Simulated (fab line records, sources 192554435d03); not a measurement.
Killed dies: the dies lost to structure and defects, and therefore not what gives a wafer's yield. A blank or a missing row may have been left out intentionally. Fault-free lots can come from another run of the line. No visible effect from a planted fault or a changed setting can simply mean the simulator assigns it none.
fab line records	flow n5Finfet
[record] lots = 5	wafers = 13	lastDay = 17
route steps=1938 shown BEOL_M4@1099 BEOL_M5@1112 BEOL_M11@1596 PASSIVATION@1936
lots untouched by any fault: they come from a run of this same line in which no faults occurred
startH: start of the lot's first displayed wafer, in hours after the record's first day	waitH: time in hours since the lot's previous step	" unchanged from the row above	L1.1+2: a single row standing in for several wafers	- either no value or no given start	* or withheld: withheld	< > ~ a bound
route shown NAME@n: a module of which the file shows steps, and the number in the route of the first	usual: the fault-free wafers' mean and standard deviation	same: alike in all rows	chamber/n: place in a boat	sites: the reading at each site	_std_site: how widely they spread, as a standard deviation	_edge_site: inner sites' mean taken away from outer sites' mean	radiusMm: for every site, how far away it sits from the centre of the wafer	mask NAME#n: copy n	behind: the most recent tool/chamber to have shaped the wafer	hold: the reason the lot was held/the length of the hold in hours/how it ended	device: whichever transistor did not switch (one of n, p or np)	end of line: the tests these same wafers got at the end of their route	a step with no rows: only its recipe	killed: dies lost to structure and defects at the first sort, not the wafer's yield	map: dies across one wafer; x = killed, . = not, _ = none there
set.NAME: the setting as run; set.NAME@STEP: as run at that earlier step	model.NAME: the simulator's own value behind a step, which no gauge read
certain route steps with their lots: each step a table, each wafer a row
services: the hour from which a tool's chamber was out of use, counted from the record's first day as startH (under 0 if before that day), plus the number of hours and why
[[steps]]
[step N5_BEOL_M4_ANNEAL_95]
[recipe] tempC = 400	timeS = 240	ambient = vacuum
[step N5_BEOL_M4_SPUTTER_96]
[recipe] material = Cu	targetThkA = 45	tempC = -20	chamberPressurePa = 0.07	powerW = withheld	timeS = 8.29
[step N5_BEOL_M4_ECD_50]
[recipe] material = Cu	targetThkA = 3000
[step N5_BEOL_M4_ANNEAL_51]
[recipe] tempC = 225	timeS = 90	ambient = N2
[step N5_BEOL_M4_CMP_52]
[recipe] stopOn = SiOC	tOverpolishS = 6.8	downForcePsi = 1	platenRpm = 50	clearingPlatenDownForcePsi = 1.5	clearingPlatenRpm = 50	postCmpClean = cuAlkaline	targetThkNm = 40	clearingPlatenPadVelocityMS = 0.99484	padVelocityMS = 0.99484
[step N5_BEOL_M4_PRE_CLEAN_60]
[recipe] gas = NH3/H2	timeS = 15	tempC = *	rfPowerW = 300
[step N5_BEOL_M4_CO_CAP_55]
[recipe] material = Co	targetThkA = 20	tempC = 200	precursor = CCTBA/H2	pressureTorr = 30	timeS = 102.1
[step N5_BEOL_M4_PRE_CLEAN_56]
[recipe] gas = NH3	timeS = 15	tempC = withheld	rfPowerW = 300
[step N5_BEOL_M4_DEP_57]
[recipe] material = SiCN	targetThkA = 80	tempC = withheld	precursor = 3MS/NH3	pressureTorr = 3	rfW = 202	timeS = 14
[step N5_BEOL_M4_RC_MEAS_101]
[usual] DIBL_N = 35.8/1.5	DIBL_P = 35.8/1.7	IOFF_N = 0.151/0.022	IOFF_P = 0.204/0.027	ION_N = 673/8.6	ION_P = 462/5.4	SS_N = 71.4/0.54	SS_P = 73.3/0.56	VT_N = 250.5/2.6	VT_P = -251/3.1
lot.wafer	tool	chamber	startH	waitH	DIBL_N[mV/V]	DIBL_P[mV/V]	IOFF_N[nA/um]	IOFF_P[nA/um]	ION_N[uA/um]	ION_P[uA/um]	SS_N[mV/dec]	SS_P[mV/dec]	VT_N[mV]	VT_P[mV]
L817.2	prober-02	0	197.12	0.2	36.6	37.4	0.172	0.219	670	461	71.6	72.9	248.4	-249
L817.4	"	0	"	"	35.1	36.4	0.140	0.197	667	461	71.8	73.1	251.0	-253
L817.6	"	0	"	"	34.7	36.2	0.134	0.186	675	465	71.7	72.6	248.4	-252
L828.2	prober-02	0	262.12	0.2	37.3	38.0	0.167	0.260	672	468	72.0	73.9	248.6	-245
L828.3	"	0	"	"	36.9	37.6	0.161	0.250	677	467	71.1	73.5	245.5	-246
L830.1	prober-02	0	268.75	0.0	35.1	35.6	0.154	0.196	674	458	71.0	73.3	250.6	-251
L830.5	"	0	"	"	34.8	34.9	0.151	0.184	665	459	70.8	73.3	252.8	-254
L830.6	"	0	"	"	36.1	36.2	0.182	0.191	682	458	71.7	73.2	245.0	-252
L829.1	prober-01	0	273.80	0.0	36.1	36.5	0.168	0.217	685	467	71.4	72.8	247.0	-248
L829.2	"	0	"	"	34.9	34.6	0.141	0.194	674	456	71.4	73.0	251.7	-250
L835.1	prober-01	0	296.84	0.0	33.8	33.9	0.130	0.184	671	465	71.2	73.5	252.7	-252
L835.5	"	0	"	"	34.7	35.5	0.150	0.209	674	468	71.1	73.5	250.8	-248
L835.6	"	0	"	"	33.0	33.6	0.123	0.182	676	464	70.5	73.9	251.0	-252
[step N5_BEOL_M5_ILD_DEP_00]
[recipe] material = SiCOH_lowk	targetThkA = 1406.4	tempC = 300	precursor = DEMS/porogen	pressureTorr = 5	rfW = 500	timeS = 25.9
[step N5_BEOL_M5_CURE_79]
[recipe] tempC = 385	timeS = 240	ambient = He/Ar	material = SiCOH_lowk
[step N5_BEOL_M5_PECVD_70]
[recipe] material = SiO2	targetThkA = 160	tempC = 400	precursor = TEOS/O2	pressureTorr = 5.5	rfW = 450	teosFlowSccm = 53.8	gas = O2	flowSccm = 3000	timeS = 18
[step N5_BEOL_M5_HM_DEP_02]
[recipe] material = TiN	targetThkA = 200	tempC = 25	chamberPressurePa = 0.49996
[step N5_BEOL_M5_COAT_59]
[recipe] resist = SOC	tempC = 250	timeS = 60	spinRpm = 1500	resistThkNm = 60
[step N5_BEOL_M5_COAT_60]
[recipe] resist = SiARC	tempC = 220	timeS = 60	spinRpm = 1500	resistThkNm = 12
[step N5_BEOL_M5_COAT_71]
[recipe] resist = underlayer	tempC = 205	timeS = 60	spinRpm = 1500	resistThkNm = 5
[step N5_BEOL_M5_COAT_05]
[recipe] resist = CAR-EUV	spinRpm = 1500	resistThkNm = 30
[step N5_BEOL_M5_EBR_07]
[recipe] solvent = PGMEA	ebrWidthMm = 1.5
[step N5_BEOL_M5_SOFTBAKE_06]
[recipe] tempC = 110	timeS = 60	resist = CAR-EUV
[step N5_BEOL_M5_EXPOSE_08]
[recipe] maskId = M5	na = 0.33	sourceShape = annular	sigmaInner = 0.4	sigmaOuter = 0.8	polarization = unpolarized	targetCdNm = 28	doseMj = 35.75
[step N5_BEOL_M5_PEB_09]
[recipe] pebTempC = 100	pebTimeS = 60	resist = CAR-EUV
[step N5_BEOL_M5_DEVELOP_10]
[recipe] developTimeS = 30	developer = TMAH	resist = CAR-EUV	rinseLiquid = surfactantRinse	dry = airSpin	devTempC = 23
[step N5_BEOL_M5_DESCUM_16]
[recipe] chemistry = O2	timeS = 7	sourcePowerW = 50	biasPowerW = 20	pressureMtorr = 20	rfFrequencyHz = 2.712e+07	tempC = 40	resist = CAR-EUV	o2FlowSccm = 225
[step N5_BEOL_M5_ETCH_72]
[recipe] chemistry = N2/H2	target = underlayer	targetDepthA = 65	maskMaterial = CAR-EUV	timeS = 5.2	ionEnergyEv = 200	pressureMtorr = 30	sourceW = 840	biasW = 150	n2FlowSccm = 200	h2FlowSccm = 200	ends = cleared
[step N5_BEOL_M5_ETCH_61]
[recipe] chemistry = CF4	target = SiARC	targetDepthA = 156	maskMaterial = CAR-EUV	timeS = 26	ionEnergyEv = 80	pressureMtorr = 40	sourceW = 545	biasW = 36	Ar_flow_sccm = 100	cf4FlowSccm = 100	ends = cleared
[step N5_BEOL_M5_ETCH_62]
[recipe] chemistry = N2/H2	target = SOC	targetDepthA = 750	overetchA = 150	maskMaterial = SiARC	tempC = 40	timeS = 112.5	ionEnergyEv = 200	pressureMtorr = 30	sourceW = 840	biasW = 150	n2FlowSccm = 200	h2FlowSccm = 200
[step N5_BEOL_M5_STRIP_63]
[recipe] chemistry = N2/H2	tempC = 40	n2FlowSccm = 200	h2FlowSccm = 200	rfFrequencyHz = 6e+07
[step N5_BEOL_M5_STRIP_73]
[recipe] chemistry = N2/H2	tempC = 40	n2FlowSccm = 200	h2FlowSccm = 200	rfFrequencyHz = 6e+07
[step N5_BEOL_M5_STRIP_64]
[recipe] chemistry = CF4	resist = SiARC	powerW = 300	biasPowerW = 75	pressureMtorr = 50	cf4FlowSccm = 150	rfFrequencyHz = 6e+07
[step N5_BEOL_M5_HM_OPEN_17]
[recipe] chemistry = Cl2/BCl3	targetDepthA = 200	overetchA = 60	target = TiN	maskMaterial = SOC	ionEnergyEv = 150	pressureMtorr = 10	icpW = 1000	biasW = 126	Cl2_flow_sccm = 53.25	bcl3FlowSccm = 21.75	Ar_flow_sccm = 25
[step N5_BEOL_M5_STRIP_19]
[recipe] chemistry = O2	powerW = 400	tempC = 40	pressureMtorr = 30	rfFrequencyHz = 6e+07	biasPowerW = 0	overashFraction = 0.2	o2FlowSccm = 225
[step N5_BEOL_M5_COAT_65]
[recipe] resist = SOC	tempC = 250	timeS = 60	spinRpm = 1500	resistThkNm = 60
[step N5_BEOL_M5_COAT_66]
[recipe] resist = SiARC	tempC = 220	timeS = 60	spinRpm = 1500	resistThkNm = 12
[step N5_BEOL_M11_CMP_52]
[recipe] stopOn = SiCOH_lowk	tOverpolishS = 7	downForcePsi = 1	platenRpm = 50	clearingPlatenDownForcePsi = 1.5	clearingPlatenRpm = 50	postCmpClean = cuAlkaline	targetThkNm = 140	clearingPlatenPadVelocityMS = 0.99484	padVelocityMS = 0.99484
[usual] barrierFieldEndpointS = 29.0/0.75	clearingPlatenDownForcePsi = 1.5003/0.0029	motorCurrentA = 6.2/0.53	overpolishRunS = 7.000/0.01	timeToEndpointS = 66.6/2.8
lot.wafer	tool	chamber	startH	waitH	barrierFieldEndpointS	clearingPlatenDownForcePsi	motorCurrentA	overpolishRunS	timeToEndpointS
L817.4	cmp-03	1	264.78	0.2	28.5	1.5006	7.0	6.977	68.6
L817.2	"	2	"	"	28.8	1.5045	5.6	6.989	67.5
L817.6	"	0	"	"	28.5	1.5017	6.7	6.986	64.3
L828.3	cmp-03	1	324.63	0.2	46.9	1.4984	6.9	0.033	86.2
L828.2	"	2	"	"	28.9	1.5011	5.6	7.016	64.1
L830.1	cmp-03	2	331.73	0.4	46.9	1.4971	5.6	0.032	85.3
L830.6	"	3	"	"	28.3	1.4957	6.1	6.991	63.4
L830.5	"	0	"	"	29.3	1.5046	6.5	6.990	64.9
L829.1	cmp-03	1	337.43	0.3	46.9	1.5057	7.1	0.047	86.4
L829.2	"	2	"	"	28.0	1.5050	5.3	7.008	63.0
L835.1	cmp-04	0	358.94	0.4	29.7	1.4993	5.3	6.994	65.8
L835.5	"	0	"	"	30.2	1.4954	5.0	6.997	68.3
L835.6	"	1	"	"	30.0	1.5008	6.4	6.998	67.6
[step N5_BEOL_M11_THK_MEAS_53]
[recipe] thkMeasGauge = xrf	reads = Cu_of_BEOL_M11_ECD_50
[usual] M11_THK = 138.1/2.1
lot.wafer	tool	chamber	startH	waitH	M11_THK[nm]
L817.2	filmMetro-02	-	265.00	-	141.5
L817.4	"	-	"	"	139.0
L817.6	"	-	"	"	136.7
L828.2	filmMetro-02	-	324.85	-	135.1
L828.3	"	-	"	"	254.9
L830.1	filmMetro-02	-	331.91	-	241.8
L830.5	"	-	"	"	135.8
L830.6	"	-	"	"	138.1
L829.1	filmMetro-01	-	337.73	-	269.0
L829.2	"	-	"	"	140.2
L835.1	filmMetro-01	-	359.24	-	139.5
L835.5	"	-	"	"	140.4
L835.6	"	-	"	"	139.0
[step N5_BEOL_M11_INSPECT_58]
[recipe] inspectInstrument = darkfield	mode = postDep
[usual] rawDefectCount = 69/20
lot.wafer	tool	chamber	startH	waitH	rawDefectCount
L817.2	defectInspect-01	-	265.15	0.0	42
L817.4	"	-	"	"	52
L817.6	"	-	"	"	71
L828.2	defectInspect-02	-	325.00	0.0	76
L828.3	"	-	"	"	1075
L830.1	defectInspect-02	-	332.09	0.0	1099
L830.5	"	-	"	"	65
L830.6	"	-	"	"	53
L829.1	defectInspect-02	-	337.88	0.0	1083
L829.2	"	-	"	"	59
L835.1	defectInspect-01	-	359.39	0.0	53
L835.5	"	-	"	"	101
L835.6	"	-	"	"	76
[step N5_PASSIVATION_PROBE_49]
[usual] defectLimitedYield = 91.3/1.4	killed_at_M0_to_M3 = 33/10	killed_at_M4_up = 15/6.1	killedAtContacts = 12/6.7	killedAtFrontEnd = 39/11	killedAtOther = 4/3.3	killedDies = 103/16	killedOnRim = 14/4	killedOpen = 68/12	killedShort = 34/7.2	sort_bin_5_function = 5.1/0.88	sort_bin_6_memory = 3.3/0.67	sortNPass = 1077/16	sortYieldPct = 91.3/1.4
[same] grossDies = 1180	killedAtBackSide = 0	sort_bin_4_leakage[%] = 0	sort_bin_8_speed[%] = 0
lot.wafer	tool	chamber	startH	waitH	defectLimitedYield[%]	killed_at_M0_to_M3	killed_at_M4_up	killedAtContacts	killedAtFrontEnd	killedAtOther	killedDies	killedOnRim	killedOpen	killedShort	sort_bin_5_function[%]	sort_bin_6_memory[%]	sortNPass	sortYieldPct[%]
L817.2	prober-02	-	317.00	0.1	92.2	23	5	13	47	4	92	9	65	27	4.7	2.9	1088	92.2
L817.4	prober-02	-	317.10	0.2	90.9	32	9	4	55	7	107	15	71	36	4.7	4.1	1073	90.9
L817.6	prober-02	-	317.20	0.3	92.7	14	13	7	47	5	86	10	54	32	4.2	2.9	1094	92.7
L828.3	prober-02	-	362.88	0.1	0	30	1102	17	27	4	1180	152	63	32	4.9	2.7	0	0
L830.1	prober-02	-	380.45	0.0	0	39	1076	15	49	1	1180	152	75	39	5.0	4.6	0	0
L829.1	prober-01	-	389.09	0.0	0	28	1117	5	24	6	1180	152	41	30	3.7	1.9	0	0
L829.2	prober-01	-	389.14	0.1	90.7	49	10	12	30	9	110	16	71	38	5.5	3.5	1070	90.7
// killed by level:class
L817.2 FIN_SAQP:geometricParticle:open=14 MOL_CONTACT_COAG:geometricParticle:open=12 FIN_SAQP:geometricParticle:short=10 DUMMY_GATE:geometricParticle:open=8 BEOL_M2:geometricParticle:open=7 BEOL_M1:geometricParticle:open=6 STARTING-WAFER:geometricParticle:open=5 BEOL_M4:geometricParticle:open=3
L817.4 FIN_SAQP:geometricParticle:open=19 BEOL_M1:geometricParticle:open=12 FIN_SAQP:geometricParticle:short=6 SPACER0:geometricParticle:short=4 ILD0:geometricParticle:short=4 STARTING-WAFER:geometricParticle:short=4 BEOL_M0:geometricParticle:open=4 BEOL_M2:geometricParticle:open=4
L817.6 FIN_SAQP:geometricParticle:open=12 FIN_SAQP:geometricParticle:short=9 BEOL_M4:geometricParticle:open=6 DUMMY_GATE:geometricParticle:open=5 GATE_CUT:geometricParticle:short=5 MOL_CONTACT_COAG:geometricParticle:open=5 STI_FIN_REVEAL:geometricParticle:open=4 STARTING-WAFER:geometricParticle:short=4
L828.3 BEOL_M11:areaCmp=1085 MOL_CONTACT_COAG:geometricParticle:open=13 BEOL_M4:geometricParticle:open=12 BEOL_M0_SAQP:geometricParticle:open=8 STI_FIN_REVEAL:geometricParticle:open=7 BEOL_M2:geometricParticle:open=7 BEOL_M0_SAQP:geometricParticle:short=6 BEOL_M1:geometricParticle:short=5
L830.1 BEOL_M11:areaCmp=1066 BEOL_M0_SAQP:geometricParticle:open=15 MOL_CONTACT_COAG:geometricParticle:open=13 FIN_SAQP:geometricParticle:short=11 BEOL_M0_SAQP:geometricParticle:short=9 STI_FIN_REVEAL:geometricParticle:open=8 FIN_SAQP:geometricParticle:open=7 DUMMY_GATE:geometricParticle:open=7
L829.1 BEOL_M11:areaCmp=1109 BEOL_M0_SAQP:geometricParticle:short=7 FIN_SAQP:geometricParticle:short=6 STI_FIN_REVEAL:geometricParticle:open=5 MOL_CONTACT_COAG:geometricParticle:open=5 BEOL_M3:geometricParticle:open=5 BEOL_M1:geometricParticle:short=4 STARTING-WAFER:geometricParticle:short=3
L829.2 BEOL_M0_SAQP:geometricParticle:open=17 MOL_CONTACT_COAG:geometricParticle:open=10 BEOL_M0_SAQP:geometricParticle:short=9 STI_FIN_REVEAL:geometricParticle:open=8 BEOL_M3:geometricParticle:open=8 FIN_SAQP:geometricParticle:short=5 BEOL_M4:geometricParticle:open=4 BEOL_M2:geometricParticle:open=4
// map L828.3 (x killed, . not)
_________________xxxxxxxxxxxx________________
______________xxxxxxxxxxxxxxxxxx_____________
___________xxxxxxxxxxxxxxxxxxxxxxxx__________
__________xxxxxxxxxxxxxxxxxxxxxxxxxx_________
________xxxxxxxxxxxxxxxxxxxxxxxxxxxxxx_______
_______xxxxxxxxxxxxxxxxxxxxxxxxxxxxxxxx______
______xxxxxxxxxxxxxxxxxxxxxxxxxxxxxxxxxx_____
_____xxxxxxxxxxxxxxxxxxxxxxxxxxxxxxxxxxxx____
____xxxxxxxxxxxxxxxxxxxxxxxxxxxxxxxxxxxxxx___
___xxxxxxxxxxxxxxxxxxxxxxxxxxxxxxxxxxxxxxxx__
___xxxxxxxxxxxxxxxxxxxxxxxxxxxxxxxxxxxxxxxx__
__xxxxxxxxxxxxxxxxxxxxxxxxxxxxxxxxxxxxxxxxxx_
__xxxxxxxxxxxxxxxxxxxxxxxxxxxxxxxxxxxxxxxxxx_
_xxxxxxxxxxxxxxxxxxxxxxxxxxxxxxxxxxxxxxxxxxxx
_xxxxxxxxxxxxxxxxxxxxxxxxxxxxxxxxxxxxxxxxxxxx
_xxxxxxxxxxxxxxxxxxxxxxxxxxxxxxxxxxxxxxxxxxxx
_xxxxxxxxxxxxxxxxxxxxxxxxxxxxxxxxxxxxxxxxxxxx
_xxxxxxxxxxxxxxxxxxxxxxxxxxxxxxxxxxxxxxxxxxxx
_xxxxxxxxxxxxxxxxxxxxxxxxxxxxxxxxxxxxxxxxxxxx
_xxxxxxxxxxxxxxxxxxxxxxxxxxxxxxxxxxxxxxxxxxxx
_xxxxxxxxxxxxxxxxxxxxxxxxxxxxxxxxxxxxxxxxxxxx
__xxxxxxxxxxxxxxxxxxxxxxxxxxxxxxxxxxxxxxxxxx_
__xxxxxxxxxxxxxxxxxxxxxxxxxxxxxxxxxxxxxxxxxx_
___xxxxxxxxxxxxxxxxxxxxxxxxxxxxxxxxxxxxxxxx__
___xxxxxxxxxxxxxxxxxxxxxxxxxxxxxxxxxxxxxxxx__
____xxxxxxxxxxxxxxxxxxxxxxxxxxxxxxxxxxxxxx___
_____xxxxxxxxxxxxxxxxxxxxxxxxxxxxxxxxxxxx____
______xxxxxxxxxxxxxxxxxxxxxxxxxxxxxxxxxx_____
_______xxxxxxxxxxxxxxxxxxxxxxxxxxxxxxxx______
________xxxxxxxxxxxxxxxxxxxxxxxxxxxxxx_______
__________xxxxxxxxxxxxxxxxxxxxxxxxxx_________
___________xxxxxxxxxxxxxxxxxxxxxxxx__________
______________xxxxxxxxxxxxxxxxxx_____________
_________________xxxxxxxxxxxx________________
// map L829.1 (x killed, . not)
_________________xxxxxxxxxxxx________________
______________xxxxxxxxxxxxxxxxxx_____________
___________xxxxxxxxxxxxxxxxxxxxxxxx__________
__________xxxxxxxxxxxxxxxxxxxxxxxxxx_________
________xxxxxxxxxxxxxxxxxxxxxxxxxxxxxx_______
_______xxxxxxxxxxxxxxxxxxxxxxxxxxxxxxxx______
______xxxxxxxxxxxxxxxxxxxxxxxxxxxxxxxxxx_____
_____xxxxxxxxxxxxxxxxxxxxxxxxxxxxxxxxxxxx____
____xxxxxxxxxxxxxxxxxxxxxxxxxxxxxxxxxxxxxx___
___xxxxxxxxxxxxxxxxxxxxxxxxxxxxxxxxxxxxxxxx__
___xxxxxxxxxxxxxxxxxxxxxxxxxxxxxxxxxxxxxxxx__
__xxxxxxxxxxxxxxxxxxxxxxxxxxxxxxxxxxxxxxxxxx_
__xxxxxxxxxxxxxxxxxxxxxxxxxxxxxxxxxxxxxxxxxx_
_xxxxxxxxxxxxxxxxxxxxxxxxxxxxxxxxxxxxxxxxxxxx
_xxxxxxxxxxxxxxxxxxxxxxxxxxxxxxxxxxxxxxxxxxxx
_xxxxxxxxxxxxxxxxxxxxxxxxxxxxxxxxxxxxxxxxxxxx
_xxxxxxxxxxxxxxxxxxxxxxxxxxxxxxxxxxxxxxxxxxxx
_xxxxxxxxxxxxxxxxxxxxxxxxxxxxxxxxxxxxxxxxxxxx
_xxxxxxxxxxxxxxxxxxxxxxxxxxxxxxxxxxxxxxxxxxxx
_xxxxxxxxxxxxxxxxxxxxxxxxxxxxxxxxxxxxxxxxxxxx
_xxxxxxxxxxxxxxxxxxxxxxxxxxxxxxxxxxxxxxxxxxxx
__xxxxxxxxxxxxxxxxxxxxxxxxxxxxxxxxxxxxxxxxxx_
__xxxxxxxxxxxxxxxxxxxxxxxxxxxxxxxxxxxxxxxxxx_
___xxxxxxxxxxxxxxxxxxxxxxxxxxxxxxxxxxxxxxxx__
___xxxxxxxxxxxxxxxxxxxxxxxxxxxxxxxxxxxxxxxx__
____xxxxxxxxxxxxxxxxxxxxxxxxxxxxxxxxxxxxxx___
_____xxxxxxxxxxxxxxxxxxxxxxxxxxxxxxxxxxxx____
______xxxxxxxxxxxxxxxxxxxxxxxxxxxxxxxxxx_____
_______xxxxxxxxxxxxxxxxxxxxxxxxxxxxxxxx______
________xxxxxxxxxxxxxxxxxxxxxxxxxxxxxx_______
__________xxxxxxxxxxxxxxxxxxxxxxxxxx_________
___________xxxxxxxxxxxxxxxxxxxxxxxx__________
______________xxxxxxxxxxxxxxxxxx_____________
_________________xxxxxxxxxxxx________________
[[services]]
tool	chamber	startH	hours	kind
cmp-04	-	275.63	4.0	pm
cmp-03	-	279.06	0.5	repair
cmp-04	-	279.63	-	consumableReplace:conditioner
cmp-04	-	279.63	-	consumableReplace:pad
cmp-04	-	286.66	4.5	repair
cmp-04	-	335.96	8.2	pm
cmp-03	-	344.57	0.5	repair
[[key]]
[firstSign] step = N5_BEOL_M11_CMP_52	reading = overpolishRunS	direction = down	sigmas = 99+	usual = 7.000	struck = 0.037
[effect] step = N5_BEOL_M11_CMP_52	reading = barrierFieldEndpointS	direction = up	sigmas = 24	usual = 29.0	struck = 46.9
[effect] step = N5_BEOL_M11_THK_MEAS_53	reading = M11_THK	direction = up	sigmas = 55	usual = 138.1	struck = 255.2
[effect] step = N5_BEOL_M11_INSPECT_58	reading = rawDefectCount	direction = up	sigmas = 50	usual = 69	struck = 1086
[effect] step = N5_PASSIVATION_PROBE_49	reading = killed_at_M4_up	direction = up	sigmas = 99+	usual = 15	struck = 1098
[moreKillsBornAt] N5_BEOL_M11_CMP_52@cmp-03 = 3260
metAt N5_BEOL_M11_CMP_52
struckWafers L828.3,L829.1,L830.1
laterRowsLeftOut L828.3,L829.1,L830.1
onsetBetween 264.78 324.63
[fault] kind = processParameterDrift	tool = cmp-03	chamber = -	onsetH = 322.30	steps = N5_BEOL_M11_CMP_52	channel = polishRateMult	offset = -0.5	shape = step	endH = 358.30	scope = struckWafersOnly
// laterRowsLeftOut: the simulator's readings of these wafers behind a module that went badly wrong aren't trusted and aren't shown, but for the sort
